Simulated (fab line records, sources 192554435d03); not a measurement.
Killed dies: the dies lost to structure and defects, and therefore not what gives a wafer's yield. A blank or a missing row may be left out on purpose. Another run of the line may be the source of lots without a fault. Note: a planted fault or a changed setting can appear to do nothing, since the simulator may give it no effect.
Comparing a struck lot with a sound one :: flow n5_finfet :: 36 out of 1938 route steps
Sound: these wafers, L508.1, L508.2, L508.3. Struck: wafers L504.3, L504.5 (left out: L504.6, a lot-mate that was not struck); the cause follows at the end.
At each step with rows: each side's tool, then ch and its chambers, then its first start. Under that, the readings that differ: sound wafers :: struck wafers :: difference of the means :: sigmas: that difference in standard deviations of wafers without a fault.
alike: words and numbers the same on both sides, and readings whose means are apart by under 2 such deviations; not compared: readings that were withheld, readings missing a value for some wafer, numbers with overlapping values and no deviation given by the record, and bounds like >300 which may hide the same value.
Wherever a step has rows on one side only, a row that says differs or no value, or a row with sigmas, the two part there. Numbers that don't overlap but have no deviation are shown without sigmas and don't part them. A reading missing from all wafers of one side parts the sides only when that side holds two or more wafers.

first, 9 steps without rows for these wafers: N5_BEOL_M7_ALD_77 (deposits TaN, target thk 2 nm, pulse time 2 s, purge time 3 s); N5_BEOL_M7_SURFACE_TREAT_79; N5_BEOL_M7_CVD_78 (deposits Co from CCTBA/H2, target thk 2 nm, time 142.3 s); N5_BEOL_M7_SPUTTER_48 (material Cu, target thk 10 nm, time 1.667 s); N5_BEOL_M7_ECD_50 (material Cu, target thk 300 nm); N5_BEOL_M7_ANNEAL_51 (time 90 s); N5_BEOL_M7_CMP_52 (polishes, stops on SiCOH lowk, t overpolish 6.9 s, target thk 80 nm); N5_BEOL_M7_PRE_CLEAN_55 (time 15 s); N5_BEOL_M7_DEP_56 (deposits SiCN from 3MS/NH3, target thk 10 nm, time 17.5 s).
N5_BEOL_M8_ILD_DEP_00: deposits SiCOH lowk from DEMS/porogen, target thk 179.75 nm, time 33.4 s.
  sound on pecvd-03 ch 0,2, day 13 21:56; struck on pecvd-04 ch 2, day 12 17:47
reading: showerhead_plenum_p_Torr (Torr)
sound: 5.751 5.764 5.753
struck: 5.715 5.737
difference: -0.030
sigmas: -2

reading: susceptor_temp_C (C)
sound: 299.99 299.89 299.92
struck: 287.79 287.55
difference: -12.26
sigmas: -68

reading: model.SiCOH_lowk_of_BEOL_M8_ILD_DEP_00.thk_nm (nm)
sound: 179.2 179.8 182.4
struck: 191.2 194.2
difference: +12.2
sigmas: 
  alike: heater_power_outer_w, heater_power_w, throttle_valve_pct
then, 1 step without rows for these wafers: N5_BEOL_M8_CURE_74 (cures SiCOH lowk, time 240 s).
N5_BEOL_M8_THK_MEAS_01:
  sound on film_metro-01 at day 13 22:31; struck on film_metro-01 at day 12 18:22
reading: M8_ILD_THK (nm)
sound: 154.6 155.1 157.3
struck: 165.2 167.7
difference: +10.8
sigmas: +6
then, 23 steps without rows for these wafers: N5_BEOL_M8_PECVD_70 (deposits SiO2 from TEOS/O2, target thk 20 nm, time 22.7 s); N5_BEOL_M8_HM_DEP_02 (deposits TiN, target thk 20 nm); N5_BEOL_M8_COAT_59 (time 60 s, resist thk 100 nm); N5_BEOL_M8_COAT_60 (time 60 s, resist thk 35 nm); N5_BEOL_M8_COAT_05 (resist thk 90 nm); N5_BEOL_M8_EBR_07; N5_BEOL_M8_SOFTBAKE_06 (time 60 s); N5_BEOL_M8_EXPOSE_08 (exposes mask M8); N5_BEOL_M8_PEB_09 (peb time 60 s); N5_BEOL_M8_DEVELOP_10 (develop time 30 s); N5_BEOL_M8_DESCUM_16 (chemistry O2, time 7.9 s); N5_BEOL_M8_ETCH_61 (etches SiARC in CF4, target depth 45.5 nm, time 75.8 s); N5_BEOL_M8_ETCH_62 (etches SOC in N2/H2, target depth 110 nm, overetch 22 nm, time 165 s); N5_BEOL_M8_STRIP_68 (strips in N2/H2); N5_BEOL_M8_STRIP_67 (strips in CF4); N5_BEOL_M8_HM_OPEN_17 (chemistry Cl2/BCl3, target TiN, target depth 20 nm, overetch 6 nm); N5_BEOL_M8_STRIP_19 (strips in O2); N5_BEOL_M8_COAT_63 (time 60 s, resist thk 60 nm); N5_BEOL_M8_COAT_64 (time 60 s, resist thk 12 nm); N5_BEOL_M8_COAT_71 (time 60 s, resist thk 5 nm); N5_BEOL_M8_COAT_22 (resist thk 30 nm); N5_BEOL_M8_EBR_24; N5_BEOL_M8_SOFTBAKE_23 (time 60 s).
N5_BEOL_M8_CMP_52: polishes, stops on SiCOH lowk, t overpolish 6.9 s, target thk 80 nm.
  sound on cmp-02 ch 0,2,3, day 14 08:44; struck on cmp-02 ch 0,1, day 13 00:26
reading: model.SiCOH_lowk_of_BEOL_M8_ILD_DEP_00.thk_nm (nm)
sound: 151.6 152 154.4
struck: 162 164.6
difference: +11
sigmas: 
  alike: motor_current_A, platen_rpm

## WHERE THEY PART
First at N5_BEOL_M8_ILD_DEP_00; last, within this record, at N5_BEOL_M8_THK_MEAS_01. Later steps at which nothing parts them and some readings are alike: N5_BEOL_M8_CMP_52.

WHY: whatever the simulator had introduced
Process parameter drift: pecvd-04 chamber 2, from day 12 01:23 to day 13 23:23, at N5_BEOL_M8_ILD_DEP_00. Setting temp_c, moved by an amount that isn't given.
